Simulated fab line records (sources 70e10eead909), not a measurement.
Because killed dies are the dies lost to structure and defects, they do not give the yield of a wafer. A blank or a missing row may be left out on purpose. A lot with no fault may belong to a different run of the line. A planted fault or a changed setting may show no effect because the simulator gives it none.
Matching of chambers | flow nand-harc | NHARC_A_STAIRCASE_DESCUM_252 on rie-diel-02 has 4 sister chambers
The step chemistry O2, time 3 s. 8 wafers are shown with their chamber, then 8 later ones without.

== WAFERS PAIRED WITH THEIR CHAMBERS ==
wafer  | chamber | drypump-motor-current-A (A) | showerhead-plenum-p-Torr (Torr)
L079.1 | 1       | 5.61                        | 1.82
L087.6 | 0       | 6.10                        | 2.02
L089.3 | 0       | 6.15                        | 2.02
L089.5 | 3       | 5.28                        | 1.97
L090.1 | 2       | 5.76                        | 1.85
L090.2 | 3       | 5.26                        | 1.97
L090.5 | 1       | 5.64                        | 1.81
L093.1 | 2       | 5.78                        | 1.85

== WAFERS WITH NO CHAMBER GIVEN ==
wafer  | drypump-motor-current-A (A) | showerhead-plenum-p-Torr (Torr)
L093.4 | 5.26                        | 1.97
L093.6 | 5.64                        | 1.81
L095.2 | 5.62                        | 1.80
L095.4 | 5.25                        | 1.97
L095.6 | 5.78                        | 1.85
L096.2 | 6.13                        | 2.02
L096.4 | 5.79                        | 1.85
L096.6 | 5.27                        | 1.97

== EACH ONE'S CHAMBER ==
wafer  | from the rows above | in truth
L093.4 | 3                   | 3
L093.6 | 1                   | 1
L095.2 | 1                   | 1
L095.4 | 3                   | 3
L095.6 | 2                   | 2
L096.2 | 0                   | 0
L096.4 | 2                   | 2
L096.6 | 3                   | 3
Placed correctly: 8 of 8. Left unplaced by these rows: 0. Placed wrongly: 0.
How it was worked out, from the rows above alone: a wafer's distance from a chamber is the root of the sum, over the readings, of the square of ((its reading less the chamber's mean) divided by the reading's scatter). The wafer belongs to the nearest chamber; if the next one is less than 2 further off, it can't be placed. The mean given for a chamber averages the wafers shown for that chamber. The scatter: take each reading less its chamber's mean, square it, sum over the shown wafers, divide by the number of wafers less the number of chambers, and take the root.
